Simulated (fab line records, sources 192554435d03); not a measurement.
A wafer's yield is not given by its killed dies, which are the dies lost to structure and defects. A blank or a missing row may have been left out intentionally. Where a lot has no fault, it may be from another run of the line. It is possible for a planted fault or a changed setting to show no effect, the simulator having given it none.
Comparing a struck lot with a sound one | flow n5 finfet | 44 steps out of a route of 1938
Sound: wafers L479.1, L479.4, L479.6. Struck: wafers L485.1, L485.3. The cause is named last.
Each step with rows lists, per side, the tool, then ch with its chambers, then its first start. Under that, the readings that differ: sound wafers | struck wafers | difference of the means | sigmas: that difference in standard deviations of wafers without a fault.
alike: same words and numbers on both sides, and readings whose means sit less than 2 such deviations apart. not compared: any withheld reading, any reading some wafer has no value for, any bound like >300 that may hide the same value, and any number with overlapping values for which the record gives no deviation.
A row with sigmas, a row that says differs or no value, or rows on one side alone: a step with any of these is where the two part. Non-overlapping numbers with no deviation appear without sigmas and do not part them. Lack of a reading on every wafer of one side parts them only where that side has two or more wafers.

N5_STI_FIN_REVEAL_THK_MEAS_05:
  sound: film metro-02 at day 2 15:13; struck: film metro-01 at day 4 03:00
  alike: thk nm
N5_STI_FIN_REVEAL_DENSIFY_30:
  sound on rtp anneal-01 ch 0, day 2 15:14; struck on rtp anneal-02 ch 0, day 4 03:01
  alike: lamp power pct, lamp_zone_4_pct
  not compared: wafer_temp_C_max
N5_STI_FIN_REVEAL_ETCHBACK_08: etches SiO2 in C4F6/O2, target depth 30.5 nm, time 10.167 s.
  sound on rie diel-05 ch 0,2, day 2 15:27; struck on rie diel-04 ch 1,3, day 4 03:14
  alike: drypump motor current A, mfc ar sccm, oes_ar_750_au, oes_o_777_au, oes product au, rf vpp V, showerhead plenum p Torr, throttle valve pct
  not compared: rf hours counter h
then, 8 steps without rows for these wafers: N5_STI_FIN_REVEAL_STRIP_24 (strips in N2/H2, time 90 s); N5_STI_FIN_REVEAL_PRECLEAN_25 (cleans in SPM, time 90 s); N5_STI_FIN_REVEAL_PRECLEAN_26 (cleans in SC1, time 45 s); N5_STI_FIN_REVEAL_PRECLEAN_29 (cleans in DHF, time 30 s); N5_STI_FIN_REVEAL_SRD_12 (time 30 s); N5_STI_FIN_REVEAL_RECESS_09 (chemistry HF/NH3, target SiO2, afs cycles 11, target depth 42.5 nm, sublimation time 60 s); N5_STI_FIN_REVEAL_STRIP_16 (strips SiNx in H3PO4, target depth 23.8 nm); N5_STI_FIN_REVEAL_PRECLEAN_17 (cleans in NF3:NH3, afs cycles 1, time 20 s, sublimation time 60 s).
N5_STI_FIN_REVEAL_ETCH_34: etches Si in H2, material Si, target depth 0.97 nm.
  sound on rie si-06 ch 1,2, day 2 17:48; struck on rie si-06 ch 0,2, day 4 05:35
  alike: drypump motor current A, oes product au, throttle valve pct
  not compared: rf hours counter h
N5_STI_FIN_REVEAL_OXIDATION_31: chemistry O2 PLASMA REMOTE, time 20 s.
  sound on plasma asher-02 ch 0,1, day 2 17:52; struck on plasma asher-02 ch 0,1, day 4 05:39
  alike: drypump motor current A, heater power w, o2 flow sccm
  not compared: rf hours counter h
then, 3 steps without rows for these wafers: N5_STI_FIN_REVEAL_PRECLEAN_32 (cleans in NF3:NH3, afs cycles 1, time 20 s, sublimation time 60 s); N5_STI_FIN_REVEAL_STRIP_35 (strips Si3N4 in H3PO4, target depth 4 nm, time 39 s); N5_STI_FIN_REVEAL_SRD_21 (time 30 s).
N5_STI_FIN_REVEAL_OXIDATION_33: chemistry O2 PLASMA REMOTE, time 20 s.
  sound on plasma asher-01 ch 0,1, day 2 18:13; struck on plasma asher-01 ch 0, day 4 06:00
  alike: drypump motor current A, heater power w, o2 flow sccm
  not compared: rf hours counter h
then, 2 steps without rows for these wafers: N5_STI_FIN_REVEAL_CLEAN_19 (cleans in O3/DIW, time 120 s); N5_STI_FIN_REVEAL_SRD_23 (time 30 s).
N5_STI_FIN_REVEAL_CD_MEAS_22: target cd 6.238 nm, pitch 28 nm.
  sound: cd sem-02 at day 2 18:23; struck: cd sem-03 at day 4 06:10
  alike: cd nm
N5_STI_FIN_REVEAL_FIN_H_MEAS_10:
  sound: ocd-01 at day 2 18:25; struck: ocd-01 at day 4 06:11
  alike: trench depth nm
then, 2 steps without rows for these wafers: N5_STI_FIN_REVEAL_PRECLEAN_18 (cleans in SC2, time 45 s); N5_STI_FIN_REVEAL_SRD_28 (time 30 s).
N5_STI_FIN_REVEAL_INSPECT_13: inspects for defects (darkfield).
  sound: defect inspect-02 at day 2 18:30; struck: defect inspect-01 at day 4 06:17
  alike: raw defect count
then, 2 steps without rows for these wafers: N5_DUMMY_GATE_PRECLEAN_00 (cleans in O3/DIW, time 60 s); N5_DUMMY_GATE_SRD_01 (time 30 s).
N5_DUMMY_GATE_ALD_02: deposits SiO2, target thk 2 nm, pulse time 1 s.
  sound on ald sin-02 ch 1,3, day 2 18:47; struck on ald sin-04 ch 1,3, day 4 06:22
  alike: heater power w, precursor pulse height rel
then, 4 steps without rows for these wafers: N5_DUMMY_GATE_CVD_03 (deposits a-Si from SiH4, target thk 150 nm, time 8042 s); N5_DUMMY_GATE_PRECLEAN_46 (cleans in DIW, time 89.5 s); N5_DUMMY_GATE_SRD_47 (dry time 32 s); N5_DUMMY_GATE_CMP_04 (polishes a-Si).
N5_DUMMY_GATE_THK_MEAS_05:
  sound: film metro-02 at day 3 00:43; struck: film metro-01 at day 4 10:28
  reading     | sound          | struck    | difference | sigmas
  thk nm (nm) | 70.5 71.2 71.7 | 69.1 69.1 | -2.0       | -2
then, 10 steps without rows for these wafers: N5_DUMMY_GATE_HM_DEP_06 (deposits SiNx from DCS/NH3, target thk 80 nm, time 5141 s); N5_DUMMY_GATE_PECVD_30 (deposits SiO2 from TEOS/O2, target thk 55 nm, time 10.8 s); N5_DUMMY_GATE_COAT_34 (time 60 s, resist thk 60 nm); N5_DUMMY_GATE_COAT_35 (time 60 s, resist thk 10 nm); N5_DUMMY_GATE_COAT_28 (time 60 s, resist thk 10 nm); N5_DUMMY_GATE_COAT_09 (resist thk 30 nm); N5_DUMMY_GATE_EBR_11; N5_DUMMY_GATE_SOFTBAKE_10 (time 60 s); N5_DUMMY_GATE_EXPOSE_12 (exposes mask GATE, target cd 25 nm); N5_DUMMY_GATE_PEB_13 (peb time 60 s).
-- the record jumps here: 6 days lie between the struck wafers' starts before and after (it left off in module DUMMY_GATE and takes up again in module BEOL_M4, whose first step shown is number 1111 of the route) --
N5_BEOL_M4_RC_MEAS_101:
  sound on prober-02 ch 0, day 9 00:16; struck on prober-02 ch 0, day 10 21:14
  reading             | sound                      | struck            | difference | sigmas
  DIBL_N (mV/V)       | 34.5 32.6 33.3             | 35.5 38.8         | +3.7       | +2
  DIBL_P (mV/V)       | 35.0 32.3 33.8             | 36.1 40.1         | +4.4       | +2
  IOFF_N (nA/um)      | 0.148 0.120 0.134          | 0.157 0.250       | +0.070     | +2
  IOFF_N_LIN (nA/um)  | 0.072 0.059 0.067          | 0.082 0.118       | +0.034     | +3
  IOFF_N_LONG (nA/um) | 5.84e-05 5.96e-05 5.87e-05 | 6.42e-05 6.52e-05 | +5.80e-06  | +2
  IOFF_P (nA/um)      | 0.19 0.16 0.17             | 0.22 0.30         | +0.09      | +3
  IOFF_P_LIN (nA/um)  | 0.095 0.081 0.085          | 0.116 0.140       | +0.041     | +4
  VT_N (mV)           | 249 252 247                | 245 239           | -7         | -2
  VT_N_LONG (mV)      | 273.7 270.7 274.5          | 269.0 268.4       | -4.3       | -2
  VT_P (mV)           | -253.3 -254.6 -253.0       | -247.2 -245.5     | +7.3       | +3
  alike: ION_N, ION_P, SS_N, SS_P
-- here the record skips 5 days between the struck wafers' starts before and after, leaving off in module BEOL_M4 and picking up in module PASSIVATION (first step shown: number 1936 of the route) --
N5_PASSIVATION_PROBE_49:
  rows exist in the record for the struck wafers here (prober-02, day 16 03:04), but not for the sound ones

== WHERE THEY PART ==
First at N5_DUMMY_GATE_THK_MEAS_05; last, within this record, at N5_PASSIVATION_PROBE_49.

WHY: what the simulator had put in
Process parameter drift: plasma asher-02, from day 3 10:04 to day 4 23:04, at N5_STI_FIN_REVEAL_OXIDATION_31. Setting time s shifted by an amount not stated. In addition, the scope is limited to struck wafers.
